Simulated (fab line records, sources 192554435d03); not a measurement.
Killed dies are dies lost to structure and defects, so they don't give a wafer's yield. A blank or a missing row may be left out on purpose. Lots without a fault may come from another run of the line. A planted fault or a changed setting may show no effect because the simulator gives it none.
Which tool did it? | flow n5_finfet | 15 lots, 45 wafers sampled, at 6 steps of a route of 1938

WHAT THE GAUGES READ, wafer by wafer
N5_BEOL_M10_OVL_MEAS_12. Usual: M10_OVL 0.4 nm, standard deviation 0.88.
lot  | measured     | on         | M10_OVL (nm)  | flag
L643 | day 11 03:46 | overlay-01 | -0.5 1.2 0.6  |
L646 | day 13 03:36 | overlay-01 | 0.4 0.7 0.2   |
L645 | day 13 08:01 | overlay-01 | -0.5 1.8 0.7  |
L647 | day 14 03:44 | overlay-01 | 2.3 1.4 0.3   |
L649 | day 14 11:16 | overlay-01 | 0.9 -0.9 1.3  |
L650 | day 14 18:08 | overlay-02 | 0.3 -0.6 0.7  |
L644 | day 16 01:43 | overlay-01 | 0.2 0.2 -0.1  |
L658 | day 16 09:53 | overlay-01 | 0.8 1.8 0.2   |
L659 | day 17 00:33 | overlay-02 | 0.4 2.2 1.0   |
L656 | day 17 04:30 | overlay-02 | -0.4 0.3 -0.4 |
L662 | day 17 09:41 | overlay-02 | -0.3 0.2 -1.5 |
L661 | day 17 10:02 | overlay-01 | 0.6 0.1 0.9   |
L663 | day 17 11:26 | overlay-02 | 0.3 0.2 -0.9  |
L664 | day 17 16:42 | overlay-02 | -0.6 0.1 0.1  |
L665 | day 17 20:35 | overlay-02 | 0.2 0.0 -1.1  |

N5_BEOL_M10_CD_MEAS_18: pitch 140 nm, target cd 70 nm. Usual: cd_nm 70.1 nm, standard deviation 0.58.
lot  | measured     | on        | cd_nm (nm)     | flag
L643 | day 11 04:17 | cd_sem-01 | 70.8 69.6 68.9 |
L646 | day 13 04:13 | cd_sem-02 | 70.1 69.9 70.2 |
L645 | day 13 08:34 | cd_sem-01 | 70.0 71.5 70.2 |
L647 | day 14 04:20 | cd_sem-02 | 69.9 69.1 69.9 |
L649 | day 14 11:47 | cd_sem-01 | 69.8 71.1 70.4 |
L650 | day 14 19:25 | cd_sem-01 | 70.2 69.8 70.3 |
L644 | day 16 02:13 | cd_sem-02 | 70.0 69.7 69.6 |
L658 | day 16 10:26 | cd_sem-01 | - - -          | OFF
L659 | day 17 01:18 | cd_sem-02 | - - -          | OFF
L656 | day 17 05:38 | cd_sem-03 | - - -          | OFF
L662 | day 17 10:11 | cd_sem-01 | 70.3 70.1 70.1 |
L661 | day 17 10:34 | cd_sem-01 | 69.5 69.5 70.1 |
L663 | day 17 11:56 | cd_sem-01 | 69.4 69.5 69.1 |
L664 | day 17 17:40 | cd_sem-02 | 69.5 69.8 70.3 |
L665 | day 17 21:31 | cd_sem-02 | 69.1 70.0 70.3 |

WHICH TOOL RAN EACH LOT (tool, then ch and the chambers of the sampled wafers, then the start)
lot  | N5_BEOL_M9_ANNEAL_51             | N5_BEOL_M10_ETCH_61                | N5_BEOL_M10_ETCH_62                | N5_BEOL_M10_STRIP_19
L643 | rtp_anneal-02 ch 0, day 10 23:06 | rie_diel-03 ch 0,1, day 11 03:52   | rie_diel-03 ch 0,1, day 11 03:55   | rie_diel-01 ch 0,2, day 11 04:13
L646 | rtp_anneal-01 ch 0, day 12 23:44 | rie_diel-03 ch 1,2, day 13 03:43   | rie_diel-03 ch 1,2, day 13 03:46   | rie_diel-03 ch 1,2,3, day 13 04:09
L645 | rtp_anneal-01 ch 0, day 13 02:55 | rie_diel-01 ch 0,1, day 13 08:07   | rie_diel-01 ch 0,1, day 13 08:10   | rie_diel-01 ch 0,1,3, day 13 08:30
L647 | rtp_anneal-01 ch 0, day 13 22:45 | rie_diel-01 ch 0,2,3, day 14 03:50 | rie_diel-01 ch 0,2,3, day 14 03:53 | rie_diel-01 ch 1,2,3, day 14 04:16
L649 | rtp_anneal-01 ch 0, day 14 09:13 | rie_diel-05 ch 0,3, day 14 11:22   | rie_diel-05 ch 0,3, day 14 11:25   | rie_diel-05 ch 0,1, day 14 11:43
L650 | rtp_anneal-01 ch 0, day 14 14:12 | rie_diel-05 ch 0,1,3, day 14 18:56 | rie_diel-05 ch 0,1,3, day 14 18:59 | rie_diel-05 ch 0,1,3, day 14 19:20
L644 | rtp_anneal-02 ch 0, day 15 23:01 | rie_diel-03 ch 1,3, day 16 01:48   | rie_diel-03 ch 1,3, day 16 01:51   | rie_diel-03 ch 0,1,2, day 16 02:09
L658 | rtp_anneal-01 ch 0, day 16 06:22 | rie_diel-03 ch 2,3, day 16 09:59   | rie_diel-03 ch 2,3, day 16 10:02   | rie_diel-01 ch 0,1,3, day 16 10:22
L659 | rtp_anneal-01 ch 0, day 16 21:46 | rie_diel-05 ch 0,3, day 17 00:38   | rie_diel-05 ch 0,3, day 17 00:41   | rie_diel-05 ch 0,3, day 17 01:14
L656 | rtp_anneal-01 ch 0, day 17 01:13 | rie_diel-01 ch 1,2,3, day 17 05:13 | rie_diel-01 ch 1,2,3, day 17 05:16 | rie_diel-03 ch 1,2,3, day 17 05:33
L662 | rtp_anneal-02 ch 0, day 17 05:59 | rie_diel-05 ch 0,2,3, day 17 09:46 | rie_diel-05 ch 0,2,3, day 17 09:49 | rie_diel-03 ch 0,1,3, day 17 10:07
L661 | rtp_anneal-01 ch 0, day 17 06:08 | rie_diel-01 ch 1,2,3, day 17 10:08 | rie_diel-01 ch 1,2,3, day 17 10:11 | rie_diel-01 ch 0,1,3, day 17 10:29
L663 | rtp_anneal-01 ch 0, day 17 09:05 | rie_diel-03 ch 2,3, day 17 11:31   | rie_diel-03 ch 2,3, day 17 11:34   | rie_diel-03 ch 1,2, day 17 11:52
L664 | rtp_anneal-02 ch 0, day 17 11:17 | rie_diel-05 ch 0,1,2, day 17 17:15 | rie_diel-05 ch 0,1,2, day 17 17:18 | rie_diel-03 ch 2,3, day 17 17:36
L665 | rtp_anneal-02 ch 0, day 17 17:37 | rie_diel-01 ch 0,2,3, day 17 21:06 | rie_diel-01 ch 0,2,3, day 17 21:09 | rie_diel-03 ch 0,1,2, day 17 21:27
- N5_BEOL_M9_ANNEAL_51: time 90 s.
- N5_BEOL_M10_ETCH_61: etches SiARC in CF4, target depth 39 nm, time 65 s.
- N5_BEOL_M10_ETCH_62: etches SOC in N2/H2, target depth 110 nm, overetch 22 nm, time 165 s.
- N5_BEOL_M10_STRIP_19: strips in O2.

WHAT THE TOOLS THEMSELVES READ (means of the sampled wafers that have a number; where no wafer has one, the mark that the record gives instead)
N5_BEOL_M9_ANNEAL_51. Usual: anneal_temp_c 225.02 C, standard deviation 0.17; anneal_temp_c_max 226.04, standard deviation 0.23; wafer_temp_C_max 226.1, standard deviation 0.32.
lot  | tool          | anneal_temp_c (C) | anneal_temp_c_max | wafer_temp_C_max | flag
L643 | rtp_anneal-02 | 225.01            | 226.03            | 225.8            |
L646 | rtp_anneal-01 | 225.02            | 226.13            | 226.2            |
L645 | rtp_anneal-01 | 224.87            | 225.94            | 226.3            |
L647 | rtp_anneal-01 | 225.23            | 226.34            | 226.3            |
L649 | rtp_anneal-01 | 224.99            | 225.97            | 226.0            |
L650 | rtp_anneal-01 | 225.01            | 226.23            | 226.2            |
L644 | rtp_anneal-02 | 225.07            | 226.05            | 225.9            |
L658 | rtp_anneal-01 | 224.90            | 226.05            | 226.3            |
L659 | rtp_anneal-01 | 224.88            | 225.96            | 226.1            |
L656 | rtp_anneal-01 | 225.04            | 226.02            | 226.6            |
L662 | rtp_anneal-02 | 224.93            | 225.98            | 226.0            |
L661 | rtp_anneal-01 | 225.03            | 225.91            | 226.2            |
L663 | rtp_anneal-01 | 224.82            | 225.84            | 226.1            |
L664 | rtp_anneal-02 | 224.84            | 225.69            | 226.2            |
L665 | rtp_anneal-02 | 225.24            | 226.30            | 226.1            |

N5_BEOL_M10_ETCH_61. Usual: bias_w 36.01 W, standard deviation 0.1; cf4_flow_sccm 100.0 sccm, standard deviation 0.31; drypump_motor_current_A 5.8 A, standard deviation 0.51; etch_rf_on_time_s 65.0 s, standard deviation 1.5; mfc_ar_sccm 100.01 sccm, standard deviation 0.27; oes_product_au 0.68 a.u., standard deviation 0.069; rf_fwd_power_W 537.4 W, standard deviation 2.6; rf_vpp_V 183.5 V, standard deviation 1.3; showerhead_plenum_p_Torr 2.10 Torr, standard deviation 0.081; throttle_valve_pct 15.60 %, standard deviation 0.18.
lot  | tool        | bias_w (W) | cf4_flow_sccm (sccm) | drypump_motor_current_A (A) | etch_rf_on_time_s (s) | mfc_ar_sccm (sccm) | oes_product_au (a.u.) | rf_fwd_power_W (W) | rf_vpp_V (V) | showerhead_plenum_p_Torr (Torr) | throttle_valve_pct (%) | flag
L643 | rie_diel-03 | 36.01      | 100.1                | 6.2                         | 65.6                  | 99.91              | 0.70                  | 538.6              | 183.1        | 2.11                            | 15.59                  |
L646 | rie_diel-03 | 35.98      | 100.0                | 6.6                         | 64.6                  | 100.31             | 0.70                  | 538.0              | 184.3        | 2.17                            | 15.54                  |
L645 | rie_diel-01 | 35.99      | 100.1                | 6.3                         | 66.1                  | 99.92              | 0.64                  | 535.6              | 182.7        | 2.06                            | 15.64                  |
L647 | rie_diel-01 | 35.89      | 100.0                | 5.6                         | 66.5                  | 99.98              | 0.61                  | 535.6              | 182.8        | 2.06                            | 15.72                  |
L649 | rie_diel-05 | 36.06      | 99.7                 | 5.5                         | 64.6                  | 100.10             | 0.70                  | 540.3              | 184.0        | 2.15                            | 15.51                  |
L650 | rie_diel-05 | 36.00      | 99.8                 | 5.7                         | 65.1                  | 99.95              | 0.72                  | 537.3              | 183.5        | 2.12                            | 15.48                  |
L644 | rie_diel-03 | 36.01      | 99.9                 | 5.9                         | 64.9                  | 100.16             | 0.75                  | 536.8              | 184.5        | 2.18                            | 15.65                  |
L658 | rie_diel-03 | -          | -                    | -                           | -                     | -                  | -                     | -                  | -            | -                               | -                      | OFF
L659 | rie_diel-05 | -          | -                    | -                           | -                     | -                  | -                     | -                  | -            | -                               | -                      | OFF
L656 | rie_diel-01 | -          | -                    | -                           | -                     | -                  | -                     | -                  | -            | -                               | -                      | OFF
L662 | rie_diel-05 | 36.06      | 100.1                | 5.5                         | 63.9                  | 99.86              | 0.74                  | 538.6              | 184.6        | 2.15                            | 15.48                  |
L661 | rie_diel-01 | 35.96      | 100.0                | 5.7                         | 64.6                  | 100.02             | 0.68                  | 538.4              | 183.4        | 2.07                            | 15.46                  |
L663 | rie_diel-03 | 36.14      | 99.8                 | 6.3                         | 64.0                  | 99.98              | 0.69                  | 539.2              | 183.3        | 2.17                            | 15.81                  |
L664 | rie_diel-05 | 35.99      | 100.0                | 5.7                         | 64.0                  | 99.86              | 0.73                  | 536.3              | 184.2        | 2.15                            | 15.55                  |
L665 | rie_diel-01 | 35.99      | 100.0                | 5.6                         | 65.2                  | 100.03             | 0.66                  | 538.3              | 183.6        | 2.05                            | 15.63                  |

N5_BEOL_M10_ETCH_62. Usual: bias_w 150.0 W, standard deviation 0.47; chamber_pressure_mTorr 30.002 mTorr, standard deviation 0.027; drypump_motor_current_A 5.8 A, standard deviation 0.51; oes_product_au 0.68 a.u., standard deviation 0.064; rf_fwd_power_W 836.8 W, standard deviation 2.4; rf_vpp_V 522.4 V, standard deviation 2.8; showerhead_plenum_p_Torr 2.49 Torr, standard deviation 0.1; throttle_valve_pct 17.76 %, standard deviation 0.19.
lot  | tool        | bias_w (W) | chamber_pressure_mTorr (mTorr) | drypump_motor_current_A (A) | oes_product_au (a.u.) | rf_fwd_power_W (W) | rf_vpp_V (V) | showerhead_plenum_p_Torr (Torr) | throttle_valve_pct (%) | flag
L643 | rie_diel-03 | 150.2      | 30.000                         | 6.2                         | 0.69                  | 835.8              | 521.9        | 2.51                            | 17.89                  |
L646 | rie_diel-03 | 150.1      | 29.983                         | 6.5                         | 0.69                  | 839.8              | 524.2        | 2.57                            | 17.73                  |
L645 | rie_diel-01 | 150.0      | 29.986                         | 6.3                         | 0.65                  | 835.1              | 521.4        | 2.44                            | 17.79                  |
L647 | rie_diel-01 | 149.9      | 30.017                         | 5.6                         | 0.61                  | 837.2              | 521.4        | 2.44                            | 17.81                  |
L649 | rie_diel-05 | 149.8      | 30.015                         | 5.4                         | 0.70                  | 837.8              | 523.3        | 2.53                            | 17.62                  |
L650 | rie_diel-05 | 149.9      | 29.962                         | 5.7                         | 0.71                  | 837.2              | 522.3        | 2.50                            | 17.57                  |
L644 | rie_diel-03 | 149.9      | 29.993                         | 5.9                         | 0.73                  | 835.4              | 524.5        | 2.59                            | 17.88                  |
L658 | rie_diel-03 | 149.9      | 30.014                         | 6.3                         | 0.31                  | 837.0              | 524.9        | 2.57                            | 17.91                  | OFF
L659 | rie_diel-05 | 150.1      | 29.990                         | 5.4                         | 0.30                  | 835.2              | 523.0        | 2.49                            | 17.49                  | OFF
L656 | rie_diel-01 | 150.0      | 30.004                         | 5.7                         | 0.30                  | 837.6              | 521.5        | 2.45                            | 17.61                  | OFF
L662 | rie_diel-05 | 150.4      | 30.021                         | 5.5                         | 0.73                  | 834.8              | 523.4        | 2.54                            | 17.62                  |
L661 | rie_diel-01 | 149.8      | 29.983                         | 5.6                         | 0.68                  | 837.9              | 521.3        | 2.45                            | 17.66                  |
L663 | rie_diel-03 | 150.4      | 30.026                         | 6.3                         | 0.68                  | 839.2              | 524.5        | 2.56                            | 17.98                  |
L664 | rie_diel-05 | 149.7      | 30.006                         | 5.7                         | 0.72                  | 835.1              | 524.4        | 2.54                            | 17.70                  |
L665 | rie_diel-01 | 149.6      | 29.994                         | 5.6                         | 0.65                  | 838.2              | 520.5        | 2.43                            | 17.77                  |

N5_BEOL_M10_STRIP_19. Usual: drypump_motor_current_A 5.9 A, standard deviation 0.52; oes_product_au 0.80 a.u., standard deviation 0.075; rf_vpp_V 3.7 V, standard deviation 0.61; showerhead_plenum_p_Torr 2.06 Torr, standard deviation 0.077; throttle_valve_pct 16.66 %, standard deviation 0.17.
lot  | tool        | drypump_motor_current_A (A) | oes_product_au (a.u.) | rf_vpp_V (V) | showerhead_plenum_p_Torr (Torr) | throttle_valve_pct (%) | flag
L643 | rie_diel-01 | 5.9                         | 0.74                  | 3.9          | 2.06                            | 16.83                  |
L646 | rie_diel-03 | 6.3                         | 0.85                  | 3.8          | 2.13                            | 16.69                  |
L645 | rie_diel-01 | 5.9                         | 0.76                  | 3.5          | 1.98                            | 16.61                  |
L647 | rie_diel-01 | 5.7                         | 0.74                  | 4.5          | 2.03                            | 16.61                  |
L649 | rie_diel-05 | 5.7                         | 0.83                  | 3.6          | 2.08                            | 16.50                  |
L650 | rie_diel-05 | 5.7                         | 0.83                  | 4.0          | 2.06                            | 16.45                  |
L644 | rie_diel-03 | 6.4                         | 0.78                  | 4.3          | 2.08                            | 16.67                  |
L658 | rie_diel-01 | 5.9                         | 0.73                  | 3.6          | 1.97                            | 16.68                  |
L659 | rie_diel-05 | 5.5                         | 0.79                  | 3.8          | 2.07                            | 16.48                  |
L656 | rie_diel-03 | 6.3                         | 0.81                  | 3.4          | 2.12                            | 16.75                  |
L662 | rie_diel-03 | 6.0                         | 0.81                  | 3.9          | 2.08                            | 16.69                  |
L661 | rie_diel-01 | 5.9                         | 0.73                  | 3.3          | 1.97                            | 16.68                  |
L663 | rie_diel-03 | 6.6                         | 0.77                  | 3.7          | 2.11                            | 16.66                  |
L664 | rie_diel-03 | 6.0                         | 0.83                  | 3.6          | 2.13                            | 16.85                  |
L665 | rie_diel-03 | 6.4                         | 0.77                  | 4.1          | 2.07                            | 16.70                  |

THE ANSWER, worked out from the rows above alone
Rule: a lot is off if the mean of its wafers that have a number lies more than 3 standard deviations from the usual mean. A lot without any number at a reading at which 4 lots or more have one is off too. The other lots that the step has rows for count as sound. The gauges are gone through in route order, then the tools' own readings, and for those a lot's mean is taken as printed above. The first step at which some lot is off is used, and at that step the reading that is off furthest; a lot without a number counts as furthest.
Off: L658, L659, L656, at N5_BEOL_M10_CD_MEAS_18 (cd_nm). Without a number there: L658, L659, L656.
A tool fits if, at a process step before that reading, it ran every lot that is off, and no sound lot after the first of them. The gauges at N5_BEOL_M10_CD_MEAS_18 aren't tried: what is off there is off at N5_BEOL_M10_ETCH_61 too, on other tools, and a gauge's error can't cause that. None of those tried fits.

WHAT THE SIMULATOR HAD PUT IN
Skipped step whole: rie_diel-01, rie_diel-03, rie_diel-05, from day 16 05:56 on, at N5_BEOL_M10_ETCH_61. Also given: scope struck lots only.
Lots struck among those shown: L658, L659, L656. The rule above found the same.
